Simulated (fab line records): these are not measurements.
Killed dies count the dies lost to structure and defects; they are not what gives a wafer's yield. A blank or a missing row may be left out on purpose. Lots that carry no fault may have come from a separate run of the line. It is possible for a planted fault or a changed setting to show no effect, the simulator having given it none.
The tool behind it: which one?	flow nand_harc	Sampling: 24 lots, 72 wafers, 6 of 1302 route steps

WHAT THE GAUGES READ, wafer by wafer
No reading from a measuring or inspecting step in the record can be judged against a usual standard deviation.

EACH LOT AND THE TOOL THAT RAN IT (in order: tool; ch and the chambers of the sampled wafers; start)
lot	NHARC_A_CHANNEL_FILL_D1_ALD_16	NHARC_A_CHANNEL_HOLE_D2_ETCH_25	NHARC_A_CHANNEL_HOLE_D2_ETCH_27	NHARC_A_CHANNEL_FILL_D2_ETCHBACK_08	NHARC_A_CHANNEL_FILL_D2_STRIP_29	NHARC_A_CHANNEL_FILL_D2_RTA_24
L074	ald_hk-03 ch 0,1,2, day 9 11:45	har_etch-01 ch 0,1, day 14 10:16	har_etch-01 ch 0,1, day 14 11:14	rie_diel-10 ch 2,3, day 16 05:18 or earlier	rie_diel-10 ch 1,2, day 16 05:18	rtp_anneal-02 ch 0, day 16 11:28
L075	ald_hk-02 ch 0,2, day 9 23:55	har_etch-02 ch 0,1, day 14 07:14	har_etch-02 ch 0,1, day 14 08:11	rie_diel-10 ch 1,3, day 16 05:14 or earlier	rie_diel-10 ch 2,3, day 16 05:14	rtp_anneal-01 ch 0, day 16 11:29
L076	ald_hk-03 ch 1,2,3, day 10 13:21	har_etch-01 ch 0, day 14 18:25	har_etch-01 ch 0, day 14 19:29	rie_diel-10 ch 1,2,3, day 16 22:31 or earlier	rie_diel-10 ch 0,2, day 16 22:31 or earlier	rtp_anneal-02 ch 0, day 16 22:31
L077	ald_hk-01 ch 0,1, day 10 16:31	har_etch-01 ch 0,1, day 14 22:34	har_etch-01 ch 0,1, day 14 23:40	rie_diel-10 ch 0,1,3, day 17 03:47 or earlier	rie_diel-10 ch 0,1, day 17 03:47 or earlier	rtp_anneal-02 ch 0, day 17 03:47
L079	ald_hk-02 ch 1,2,3, day 11 07:59	har_etch-01 ch 0,1, day 15 07:03	har_etch-01 ch 0,1, day 15 08:01	rie_diel-10 ch 0,1,2, day 17 11:09 or earlier	rie_diel-10 ch 1,2, day 17 11:09 or earlier	rtp_anneal-01 ch 0, day 17 11:09
L078	ald_hk-03 ch 0,3, day 11 20:10	har_etch-02 ch 1, day 15 21:36	har_etch-02 ch 1, day 15 22:41	rie_diel-06 ch 0,2,3, day 18 01:21 or earlier	rie_diel-06 ch 1,2,3, day 18 01:21 or earlier	rtp_anneal-02 ch 0, day 18 01:21
L080	ald_hk-01 ch 2,3, day 12 02:15	har_etch-01 ch 0,1, day 16 00:31	har_etch-01 ch 0,1, day 16 01:35	rie_diel-10 ch 1,2,3, day 18 05:24 or earlier	rie_diel-10 ch 0,2, day 18 05:24 or earlier	rtp_anneal-01 ch 0, day 18 05:24
L082	ald_hk-01 ch 0,1,2, day 12 14:33	har_etch-02 ch 1, day 16 13:55	har_etch-02 ch 1, day 16 14:52	rie_diel-10 ch 0,1,2, day 18 16:55 or earlier	rie_diel-10 ch 1,3, day 18 16:55 or earlier	rtp_anneal-01 ch 0, day 18 16:55
L081	ald_hk-02 ch 0,1, day 12 14:34	har_etch-01 ch 0,1, day 16 13:26	har_etch-01 ch 0,1, day 16 14:31	rie_diel-13 ch 0,1,3, day 18 20:37 or earlier	rie_diel-13 ch 0,3, day 18 20:37 or earlier	rtp_anneal-02 ch 0, day 18 20:37
L083	ald_hk-03 ch 0,3, day 13 11:12	har_etch-01 ch 0,1, day 17 17:05	har_etch-01 ch 0,1, day 17 18:04	rie_diel-10 ch 1,2,3, day 19 20:41 or earlier	rie_diel-10 ch 0,1,3, day 19 20:41 or earlier	rtp_anneal-02 ch 0, day 19 20:41
L084	ald_hk-02 ch 1,2,3, day 13 15:02	har_etch-02 ch 0,1, day 17 18:05	har_etch-02 ch 0,1, day 17 19:10	rie_diel-10 ch 0,1,3, day 20 00:10 or earlier	rie_diel-10 ch 0,1,3, day 20 00:10 or earlier	rtp_anneal-01 ch 0, day 20 00:10
L085	ald_hk-01 ch 1,2,3, day 14 01:26	har_etch-02 ch 0,1, day 18 05:32	har_etch-02 ch 0,1, day 18 06:30	rie_diel-10 ch 1,2,3, day 20 12:33 or earlier	rie_diel-10 ch 0,2,3, day 20 12:33 or earlier	rtp_anneal-01 ch 0, day 20 12:33
L086	ald_hk-03 ch 1,2,3, day 14 21:08	har_etch-01 ch 0,1, day 18 22:08	har_etch-01 ch 0,1, day 18 23:07	rie_diel-06 ch 1,2, day 21 05:07 or earlier	rie_diel-06 ch 1,2,3, day 21 05:07 or earlier	rtp_anneal-01 ch 0, day 21 05:07
L087	ald_hk-02 ch 0,1,3, day 15 05:29	har_etch-02 ch 0,1, day 19 01:11	har_etch-02 ch 0,1, day 19 02:16	rie_diel-10 ch 0,1,3, day 21 04:59 or earlier	rie_diel-10 ch 0,2,3, day 21 04:59 or earlier	rtp_anneal-02 ch 0, day 21 04:59
L090	ald_hk-01 ch 0,1,2, day 15 15:22	har_etch-01 ch 0,1, day 19 21:09	har_etch-01 ch 0,1, day 19 22:14	rie_diel-10 ch 2,3, day 21 23:38 or earlier	rie_diel-10 ch 0,1,2, day 21 23:38 or earlier	rtp_anneal-01 ch 0, day 21 23:38
L088	ald_hk-03 ch 2,3, day 15 15:26	har_etch-01 ch 0,1, day 19 10:37	har_etch-01 ch 0,1, day 19 11:28	rie_diel-10 ch 0,1,2, day 21 13:13 or earlier	rie_diel-10 ch 0,3, day 21 13:13 or earlier	rtp_anneal-01 ch 0, day 21 13:13
L089	ald_hk-01 ch 0,1,3, day 15 15:27	har_etch-02 ch 0,1, day 19 09:31	har_etch-02 ch 0,1, day 19 10:35	rie_diel-13 ch 0,1,3, day 21 16:20 or earlier	rie_diel-13 ch 0,1,2, day 21 16:20 or earlier	rtp_anneal-02 ch 0, day 21 16:20
L091	ald_hk-01 ch 2,3, day 16 12:11	har_etch-02 ch 0,1, day 20 11:40	har_etch-02 ch 0,1, day 20 12:44	rie_diel-06 ch 0,1, day 22 18:52 or earlier	rie_diel-06 ch 2,3, day 22 18:52 or earlier	rtp_anneal-01 ch 0, day 22 18:52
L092	ald_hk-03 ch 0,1,3, day 17 01:48	har_etch-02 ch 0,1, day 21 00:34	har_etch-02 ch 0,1, day 21 01:40	rie_diel-06 ch 0,1,2, day 23 04:11 or earlier	rie_diel-06 ch 0,2,3, day 23 04:11 or earlier	rtp_anneal-02 ch 0, day 23 04:11
L093	ald_hk-01 ch 0,1,3, day 17 01:50	har_etch-02 ch 0,1, day 20 20:23	har_etch-02 ch 0,1, day 20 21:28	rie_diel-06 ch 0,2, day 23 07:56 or earlier	rie_diel-06 ch 1,2,3, day 23 07:56 or earlier	rtp_anneal-02 ch 0, day 23 07:56
L094	ald_hk-02 ch 0,3, day 17 09:42	har_etch-01 ch 0,1, day 21 10:37	har_etch-01 ch 0,1, day 21 11:34	rie_diel-10 ch 0,1,2, day 23 07:20 or earlier	rie_diel-10 ch 0,1, day 23 07:20	rtp_anneal-01 ch 0, day 23 14:37
L095	ald_hk-03 ch 0,2,3, day 18 15:17	har_etch-01 ch 0,1, day 22 13:22	har_etch-01 ch 0,1, day 22 14:26	rie_diel-06 ch 1,2,3, day 24 17:08 or earlier	rie_diel-06 ch 0,2,3, day 24 17:08 or earlier	rtp_anneal-01 ch 0, day 24 17:08
L096	ald_hk-02 ch 0,1,2, day 18 21:05	har_etch-02 ch 0,1, day 23 04:33	har_etch-02 ch 0,1, day 23 05:37	rie_diel-10 ch 0,3, day 25 01:07 or earlier	rie_diel-10 ch 0,3, day 25 01:07	rtp_anneal-01 ch 0, day 25 07:11
L097	ald_hk-01 ch 0,1,2, day 18 21:08	har_etch-01 ch 0,1, day 23 04:16	har_etch-01 ch 0,1, day 23 05:14	rie_diel-06 ch 1,3, day 25 07:13 or earlier	rie_diel-06 ch 1,2, day 25 07:13 or earlier	rtp_anneal-02 ch 0, day 25 07:13
- NHARC_A_CHANNEL_FILL_D1_ALD_16: deposits SiO2, target thk 1.5 nm, pulse time 10 s, ald cycles 15.
- NHARC_A_CHANNEL_HOLE_D2_ETCH_25: etches the open film in C4F8/O2/Ar, time 1040.2 s, target depth 1500 nm.
- NHARC_A_CHANNEL_HOLE_D2_ETCH_27: etches the open film in C4F8/O2/Ar, time 90 s, target depth 400 nm.
- NHARC_A_CHANNEL_FILL_D2_ETCHBACK_08: etches the open film in C4F8, target depth 220 nm, time 110 s.
- NHARC_A_CHANNEL_FILL_D2_STRIP_29: strips in O2, time 20 s.
- NHARC_A_CHANNEL_FILL_D2_RTA_24: time 5 s.

WHAT THE TOOLS THEMSELVES READ (means of the sampled wafers that have a number; where no wafer has one, the mark that the record gives instead)
NHARC_A_CHANNEL_FILL_D1_ALD_16.
lot	tool	heater_power_w (W)	precursor_pulse_height_rel
L074	ald_hk-03	506	0.997
L075	ald_hk-02	439	0.994
L076	ald_hk-03	494	0.969
L077	ald_hk-01	453	1.004
L079	ald_hk-02	471	1.026
L078	ald_hk-03	442	0.983
L080	ald_hk-01	503	0.985
L082	ald_hk-01	437	0.996
L081	ald_hk-02	453	1.002
L083	ald_hk-03	446	1.005
L084	ald_hk-02	478	1.003
L085	ald_hk-01	456	1.000
L086	ald_hk-03	515	1.003
L087	ald_hk-02	500	1.000
L090	ald_hk-01	433	0.993
L088	ald_hk-03	547	0.983
L089	ald_hk-01	449	0.995
L091	ald_hk-01	492	1.000
L092	ald_hk-03	453	1.018
L093	ald_hk-01	442	1.007
L094	ald_hk-02	568	1.009
L095	ald_hk-03	509	0.998
L096	ald_hk-02	440	1.002
L097	ald_hk-01	433	1.022

NHARC_A_CHANNEL_HOLE_D2_ETCH_25.
lot	tool	drypump_motor_current_A (A)	o2_flow_sccm (sccm)	showerhead_plenum_p_Torr (Torr)	throttle_valve_pct (%)
L074	har_etch-01	5.9	31.17	3.68	32.229
L075	har_etch-02	5.6	31.26	3.63	32.243
L076	har_etch-01	5.7	31.17	3.68	32.234
L077	har_etch-01	6.1	31.16	3.68	32.234
L079	har_etch-01	5.9	31.22	3.67	32.239
L078	har_etch-02	5.4	31.35	3.72	32.231
L080	har_etch-01	6.2	31.25	3.67	32.233
L082	har_etch-02	5.4	31.15	3.71	32.231
L081	har_etch-01	5.9	31.19	3.66	32.240
L083	har_etch-01	6.1	31.16	3.66	32.233
L084	har_etch-02	5.5	31.20	3.78	32.233
L085	har_etch-02	5.6	31.22	3.85	32.243
L086	har_etch-01	6.1	31.11	3.65	32.229
L087	har_etch-02	5.6	31.22	3.85	32.232
L090	har_etch-01	6.2	31.09	3.64	32.237
L088	har_etch-01	5.9	31.22	3.64	32.234
L089	har_etch-02	5.6	31.11	3.84	32.238
L091	har_etch-02	5.6	31.19	3.83	32.231
L092	har_etch-02	5.6	31.13	3.83	32.232
L093	har_etch-02	5.5	31.24	3.76	32.237
L094	har_etch-01	6.1	31.17	3.63	32.234
L095	har_etch-01	5.9	31.12	3.62	32.234
L096	har_etch-02	5.5	31.26	3.74	32.233
L097	har_etch-01	5.9	31.16	3.62	32.231

NHARC_A_CHANNEL_HOLE_D2_ETCH_27.
lot	tool	drypump_motor_current_A (A)	o2_flow_sccm (sccm)	showerhead_plenum_p_Torr (Torr)	throttle_valve_pct (%)
L074	har_etch-01	5.9	83.27	3.73	27.607
L075	har_etch-02	5.6	83.25	3.67	27.625
L076	har_etch-01	5.7	83.49	3.72	27.618
L077	har_etch-01	6.1	83.23	3.72	27.629
L079	har_etch-01	5.9	83.33	3.72	27.621
L078	har_etch-02	5.4	83.12	3.76	27.621
L080	har_etch-01	6.1	83.42	3.71	27.619
L082	har_etch-02	5.4	83.41	3.76	27.616
L081	har_etch-01	5.9	83.20	3.71	27.622
L083	har_etch-01	6.1	83.29	3.70	27.625
L084	har_etch-02	5.5	83.52	3.83	27.616
L085	har_etch-02	5.6	83.46	3.90	27.618
L086	har_etch-01	6.2	83.04	3.69	27.612
L087	har_etch-02	5.6	83.56	3.89	27.617
L090	har_etch-01	6.1	83.22	3.69	27.619
L088	har_etch-01	5.9	83.05	3.69	27.626
L089	har_etch-02	5.6	83.41	3.89	27.621
L091	har_etch-02	5.6	83.51	3.88	27.629
L092	har_etch-02	5.6	83.40	3.88	27.620
L093	har_etch-02	5.5	83.07	3.80	27.619
L094	har_etch-01	6.1	83.12	3.67	27.622
L095	har_etch-01	5.9	82.94	3.66	27.617
L096	har_etch-02	5.5	83.55	3.78	27.626
L097	har_etch-01	5.9	83.38	3.66	27.619

NHARC_A_CHANNEL_FILL_D2_ETCHBACK_08.
lot	tool	oes_product_au (a.u.)	rf_vpp_V (V)
L074	rie_diel-10	1.00	442
L075	rie_diel-10	0.92	442
L076	rie_diel-10	0.92	440
L077	rie_diel-10	0.92	440
L079	rie_diel-10	0.98	440
L078	rie_diel-06	1.01	442
L080	rie_diel-10	0.99	441
L082	rie_diel-10	0.93	440
L081	rie_diel-13	0.92	438
L083	rie_diel-10	0.93	441
L084	rie_diel-10	1.00	441
L085	rie_diel-10	0.92	441
L086	rie_diel-06	0.93	445
L087	rie_diel-10	0.92	441
L090	rie_diel-10	1.00	441
L088	rie_diel-10	0.92	439
L089	rie_diel-13	0.92	438
L091	rie_diel-06	0.99	442
L092	rie_diel-06	0.99	443
L093	rie_diel-06	0.92	441
L094	rie_diel-10	0.91	439
L095	rie_diel-06	0.92	443
L096	rie_diel-10	0.92	443
L097	rie_diel-06	1.00	441

NHARC_A_CHANNEL_FILL_D2_STRIP_29.
lot	tool	drypump_motor_current_A (A)	o2_flow_sccm (sccm)	oes_product_au (a.u.)	rf_vpp_V (V)	showerhead_plenum_p_Torr (Torr)	throttle_valve_pct (%)
L074	rie_diel-10	5.8	498.2	1.004	56.8	3.37	17.037
L075	rie_diel-10	5.6	499.9	0.998	57.6	3.55	17.042
L076	rie_diel-10	5.8	501.1	0.990	58.4	3.53	17.035
L077	rie_diel-10	5.7	499.7	0.997	57.9	3.49	17.038
L079	rie_diel-10	5.8	500.1	0.999	57.0	3.37	17.036
L078	rie_diel-06	5.3	499.1	0.999	58.5	3.62	17.038
L080	rie_diel-10	5.8	500.6	0.994	57.7	3.49	17.026
L082	rie_diel-10	5.2	500.4	1.013	57.8	3.60	17.035
L081	rie_diel-13	5.7	499.3	0.999	57.5	3.43	17.036
L083	rie_diel-10	5.5	499.6	0.998	57.6	3.54	17.031
L084	rie_diel-10	5.4	498.9	0.997	58.8	3.54	17.033
L085	rie_diel-10	5.5	499.5	0.994	57.8	3.58	17.044
L086	rie_diel-06	5.3	500.6	0.992	57.9	3.62	17.031
L087	rie_diel-10	5.6	502.6	1.002	57.3	3.58	17.038
L090	rie_diel-10	5.7	500.6	1.000	57.3	3.44	17.038
L088	rie_diel-10	5.2	502.2	0.991	58.2	3.68	17.026
L089	rie_diel-13	6.0	500.2	0.997	57.4	3.32	17.030
L091	rie_diel-06	5.2	498.3	0.995	58.6	3.54	17.036
L092	rie_diel-06	5.5	499.0	0.991	58.3	3.54	17.033
L093	rie_diel-06	5.3	500.5	0.989	58.6	3.62	17.033
L094	rie_diel-10	5.7	500.1	0.989	57.6	3.48	17.026
L095	rie_diel-06	5.5	499.4	1.003	57.0	3.54	17.031
L096	rie_diel-10	5.2	500.4	0.986	57.4	3.68	17.037
L097	rie_diel-06	5.5	500.7	1.008	57.6	3.71	17.046

NHARC_A_CHANNEL_FILL_D2_RTA_24.
lot	tool	lamp_power_pct (%)	lamp_zone_3_pct (%)	wafer_temp_C_max
L074	rtp_anneal-02	28.0	28.0	1004.0
L075	rtp_anneal-01	27.0	27.0	1004.1
L076	rtp_anneal-02	28.0	28.0	1003.7
L077	rtp_anneal-02	28.0	28.0	1003.8
L079	rtp_anneal-01	27.0	27.0	1004.2
L078	rtp_anneal-02	28.0	28.0	1003.8
L080	rtp_anneal-01	27.0	27.0	1003.3
L082	rtp_anneal-01	27.0	27.0	1003.4
L081	rtp_anneal-02	28.0	28.0	1003.5
L083	rtp_anneal-02	28.0	28.0	1003.7
L084	rtp_anneal-01	27.0	27.0	1003.5
L085	rtp_anneal-01	27.0	27.0	1004.2
L086	rtp_anneal-01	27.0	27.0	1002.9
L087	rtp_anneal-02	28.0	28.1	1003.5
L090	rtp_anneal-01	26.9	27.0	1004.3
L088	rtp_anneal-01	27.0	27.0	1003.4
L089	rtp_anneal-02	28.0	28.0	1002.4
L091	rtp_anneal-01	27.0	27.0	1003.5
L092	rtp_anneal-02	28.0	28.0	1003.5
L093	rtp_anneal-02	28.0	28.0	1004.2
L094	rtp_anneal-01	27.0	27.0	1003.2
L095	rtp_anneal-01	27.0	27.0	1003.6
L096	rtp_anneal-01	27.0	27.0	1003.1
L097	rtp_anneal-02	28.0	28.0	1004.1

THE ANSWER, worked out from the rows above alone
Rule: what is usual is taken from the lots themselves. Put in order of their means at a reading, lots are off if they are a third of the lots or fewer, leave a main group of 4 or more, and stand apart from it by a gap of 3 or more times the standard deviation of the main group's means; of several such gaps the widest counts. A main group whose means are all the same, to the digits that the tables above print for the reading, isn't used. Also off: a lot with no number at a reading for which 4 or more lots have one. The other lots that the step has rows for count as sound. The gauges are gone through in route order, then the tools' own readings, and for those a lot's mean is taken as printed above. At the first step where some lot is off, the reading lying furthest off is the one used; lots without a number count as furthest.
Nothing can be told from this: no lot is off at any reading shown.

WHAT THE SIMULATOR PUT IN
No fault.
